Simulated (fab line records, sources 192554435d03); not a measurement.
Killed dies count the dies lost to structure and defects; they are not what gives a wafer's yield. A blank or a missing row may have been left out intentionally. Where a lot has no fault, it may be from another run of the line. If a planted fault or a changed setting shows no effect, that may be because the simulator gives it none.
Comparing a struck lot with a sound one	flow n5_finfet	38 steps out of a route of 1938
Sound: wafers L680.1, L680.4, L680.5. Wafers struck: L670.1, L670.2, L670.5. At the end, the cause is stated.
Each step with rows lists, per side, the tool, then ch with its chambers, then its first start. Under that, the readings that differ: sound wafers	struck wafers	difference of the means	sigmas: that difference in standard deviations of wafers without a fault.
alike: a reading whose means differ by less than 2 such deviations, as well as words and numbers matching on both sides. not compared: withheld readings; readings where some wafer has no value; bounds like >300 that might hide an equal value; numbers whose values overlap and for which the record gives no deviation.
The two part at a step that has a row with sigmas, a row that says differs or no value, or rows on one side only. When numbers do not overlap yet have no deviation, they are printed without sigmas and do not part them. Lack of a reading on every wafer of one side parts them only where that side has two or more wafers.

first, 9 steps without rows for these wafers: N5_BEOL_M4_ANNEAL_95 (time 240 s); N5_BEOL_M4_SPUTTER_96 (material Cu, target thk 4.5 nm, time 8.29 s); N5_BEOL_M4_ECD_50 (material Cu, target thk 300 nm); N5_BEOL_M4_ANNEAL_51 (time 90 s); N5_BEOL_M4_CMP_52 (polishes, stops on SiOC, t overpolish 6.8 s, target thk 40 nm); N5_BEOL_M4_PRE_CLEAN_60 (time 15 s); N5_BEOL_M4_CO_CAP_55 (material Co, precursor CCTBA/H2, target thk 2 nm, time 102.1 s); N5_BEOL_M4_PRE_CLEAN_56 (time 15 s); N5_BEOL_M4_DEP_57 (deposits SiCN from 3MS/NH3, target thk 8 nm, time 14 s).
N5_BEOL_M4_RC_MEAS_101:
  sound on prober-01 ch 0, day 13 02:44; struck on prober-01 ch 0, day 10 17:03
  alike: DIBL_N, DIBL_P, IOFF_N, IOFF_P, ION_N, ION_P, SS_N, SS_P, VT_N, VT_P
then, 24 steps without rows for these wafers: N5_BEOL_M5_ILD_DEP_00 (deposits SiCOH lowk from DEMS/porogen, target thk 140.64 nm, time 25.9 s); N5_BEOL_M5_CURE_79 (cures SiCOH lowk, time 240 s); N5_BEOL_M5_PECVD_70 (deposits SiO2 from TEOS/O2, target thk 16 nm, time 18 s); N5_BEOL_M5_HM_DEP_02 (deposits TiN, target thk 20 nm); N5_BEOL_M5_COAT_59 (time 60 s, resist thk 60 nm); N5_BEOL_M5_COAT_60 (time 60 s, resist thk 12 nm); N5_BEOL_M5_COAT_71 (time 60 s, resist thk 5 nm); N5_BEOL_M5_COAT_05 (resist thk 30 nm); N5_BEOL_M5_EBR_07; N5_BEOL_M5_SOFTBAKE_06 (time 60 s); N5_BEOL_M5_EXPOSE_08 (exposes mask M5, target cd 28 nm); N5_BEOL_M5_PEB_09 (peb time 60 s); N5_BEOL_M5_DEVELOP_10 (develop time 30 s); N5_BEOL_M5_DESCUM_16 (chemistry O2, time 7 s); N5_BEOL_M5_ETCH_72 (etches underlayer in N2/H2, target depth 6.5 nm, time 5.2 s); N5_BEOL_M5_ETCH_61 (etches SiARC in CF4, target depth 15.6 nm, time 26 s); N5_BEOL_M5_ETCH_62 (etches SOC in N2/H2, target depth 75 nm, overetch 15 nm, time 112.5 s); N5_BEOL_M5_STRIP_63 (strips in N2/H2); N5_BEOL_M5_STRIP_73 (strips in N2/H2); N5_BEOL_M5_STRIP_64 (strips in CF4); N5_BEOL_M5_HM_OPEN_17 (chemistry Cl2/BCl3, target TiN, target depth 20 nm, overetch 6 nm); N5_BEOL_M5_STRIP_19 (strips in O2); N5_BEOL_M5_COAT_65 (time 60 s, resist thk 60 nm); N5_BEOL_M5_COAT_66 (time 60 s, resist thk 12 nm).
N5_BEOL_M7_TRENCH_ETCH_37: etches SiCOH lowk in C4F6/O2, target depth 93.478 nm, time 31.2 s.
  sound on rie_diel-03 ch 1,2, day 14 03:42; struck on rie_diel-03 ch 0,1, day 11 17:42
  no value came back on the struck wafers for any of 7 readings (C4F6_flow_sccm (sccm), O2_flow_sccm (sccm) and others); on the sound wafers C4F6_flow_sccm (sccm) reads 10.05 10.00 10.03
reading	sound	struck	difference	sigmas
model.TiN_of_BEOL_M7_HM_DEP_02.thk_nm (nm)	17 17 17	20.2 20.4 20.4	+3.3	
  not compared: rf_hours_counter_h
N5_BEOL_M7_OCD_MEAS_38:
  sound on ocd-01 at day 14 03:52; struck on ocd-01 at day 11 17:51
reading	sound	struck	difference	sigmas
trench_depth_nm (nm)	91.4 91.6 91.5	0.1 0.2 0	-91.4	-42
N5_BEOL_M7_CMP_52: polishes, stops on SiCOH lowk, t overpolish 6.9 s, target thk 80 nm.
  sound on cmp-01 ch 0,1,2, day 14 06:45; struck on cmp-03 ch 0,2, day 11 21:59
reading	sound	struck	difference	sigmas
motor_current_A (A)	6.0 4.8 5.9	6.8 7.3 7.3	+1.6	+2
model.Cu_of_BEOL_M7_ECD_50.thk_nm (nm)	76.4 78.8 75.6	0 1.2 0.8	-76	
  alike: clearing_platen_down_force_psi, head_pressure_psi
-- record jumps: 3 days separate the struck wafers' starts on either side; left off in module BEOL_M7, taken up again in module PASSIVATION, whose first shown step is the route's number 1936 --
N5_PASSIVATION_PROBE_49:
  sound on prober-02 at day 17 12:43; struck on prober-02 at day 15 04:11
reading	sound	struck	difference	sigmas
defect_limited_yield (%)	94.5 93.1 93.3	0 0 0	-94	-67
killed_at_M4_up	16 11 13	1101 1104 1104	+1090	+99 or more
killed_dies	65 82 79	1180 1180 1180	+1105	+65
killed_on_rim	12 10 12	152 152 152	+141	+36
sort_bin_5_function (%)	3.2 3.8 3.8	96.9 96.5 97.4	+93.3	+98
sort_n_pass	1115 1097 1101	0 0 0	-1104	-65
sort_yield_pct (%)	94.5 93.0 93.3	0 0 0	-94	-62
  alike: killed_at_M0_to_M3, killed_at_contacts, killed_at_front_end, killed_at_other, killed_open, killed_short, sort_bin_4_leakage, sort_bin_6_memory, sort_bin_8_speed

## WHERE THEY PART
At N5_BEOL_M7_TRENCH_ETCH_37 first; at N5_PASSIVATION_PROBE_49 last (within this record only).

WHY: the cause the simulator had injected
Step skipped in full: rie_diel-03, at N5_BEOL_M7_TRENCH_ETCH_37, from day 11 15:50 onward. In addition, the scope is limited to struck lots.
